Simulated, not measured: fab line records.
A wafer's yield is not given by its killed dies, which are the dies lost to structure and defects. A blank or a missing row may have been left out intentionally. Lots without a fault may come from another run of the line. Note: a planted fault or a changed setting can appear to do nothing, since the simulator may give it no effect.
Matching of chambers :: flow n5-finfet :: N5_BEOL_M4_ALD_84 on ald-metal-01: 4 sister chambers
The step deposits TaN, pulse time 2 s, purge time 3 s, co reactant purge time 2 s. 7 wafers are shown with their chamber, then 9 later ones without.

EACH WAFER AND ITS CHAMBER
wafer: L082.6
chamber: 1
heater-power-w (W): 408
precursor-vessel-carrier-sccm (sccm): 999.5

wafer: L090.2
chamber: 2
heater-power-w (W): 415
precursor-vessel-carrier-sccm (sccm): 1004.3

wafer: L090.3
chamber: 3
heater-power-w (W): 296
precursor-vessel-carrier-sccm (sccm): 998.8

wafer: L090.4
chamber: 0
heater-power-w (W): 451
precursor-vessel-carrier-sccm (sccm): 997.1

wafer: L092.1
chamber: 3
heater-power-w (W): 298
precursor-vessel-carrier-sccm (sccm): 1001.9

wafer: L092.2
chamber: 0
heater-power-w (W): 457
precursor-vessel-carrier-sccm (sccm): 995.7

wafer: L092.3
chamber: 2
heater-power-w (W): 423
precursor-vessel-carrier-sccm (sccm): 998.1

WAFERS MISSING THEIR CHAMBER
wafer: L093.1
heater-power-w (W): 398
precursor-vessel-carrier-sccm (sccm): 998.5

wafer: L093.3
heater-power-w (W): 442
precursor-vessel-carrier-sccm (sccm): 995.5

wafer: L093.5
heater-power-w (W): 420
precursor-vessel-carrier-sccm (sccm): 994.9

wafer: L094.1
heater-power-w (W): 413
precursor-vessel-carrier-sccm (sccm): 1001.5

wafer: L094.4
heater-power-w (W): 302
precursor-vessel-carrier-sccm (sccm): 1002.1

wafer: L094.5
heater-power-w (W): 401
precursor-vessel-carrier-sccm (sccm): 999.7

wafer: L096.1
heater-power-w (W): 440
precursor-vessel-carrier-sccm (sccm): 1000.2

wafer: L096.3
heater-power-w (W): 417
precursor-vessel-carrier-sccm (sccm): 997.6

wafer: L096.4
heater-power-w (W): 391
precursor-vessel-carrier-sccm (sccm): 1003.4

THE CHAMBER EACH PASSED THROUGH
wafer: L093.1
from the rows above: 1
in truth: 1

wafer: L093.3
from the rows above: 0
in truth: 0

wafer: L093.5
from the rows above: can't be placed: 2 or 1
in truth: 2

wafer: L094.1
from the rows above: can't be placed: 1 or 2
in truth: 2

wafer: L094.4
from the rows above: 3
in truth: 3

wafer: L094.5
from the rows above: 1
in truth: 1

wafer: L096.1
from the rows above: can't be placed: 0 or 2
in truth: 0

wafer: L096.3
from the rows above: can't be placed: 2 or 1
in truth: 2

wafer: L096.4
from the rows above: 1
in truth: 1
Correctly placed: 5 of 9. These rows do not allow placing 4 (true chamber among the candidates in 4). 0 placed wrongly.
How it was worked out, from the rows above alone: a wafer's distance from a chamber is the root of the sum, over the readings, of the square of ((its reading less the chamber's mean) divided by the reading's scatter). If the next closest chamber is less than 2 further off than the closest, the wafer can't be placed; otherwise it belongs to the closest. The mean given for a chamber averages the wafers shown for that chamber. How the scatter is found: for the shown wafers, subtract from each reading the mean of its chamber, square and add these, divide the total by (wafers less chambers), then take the root.
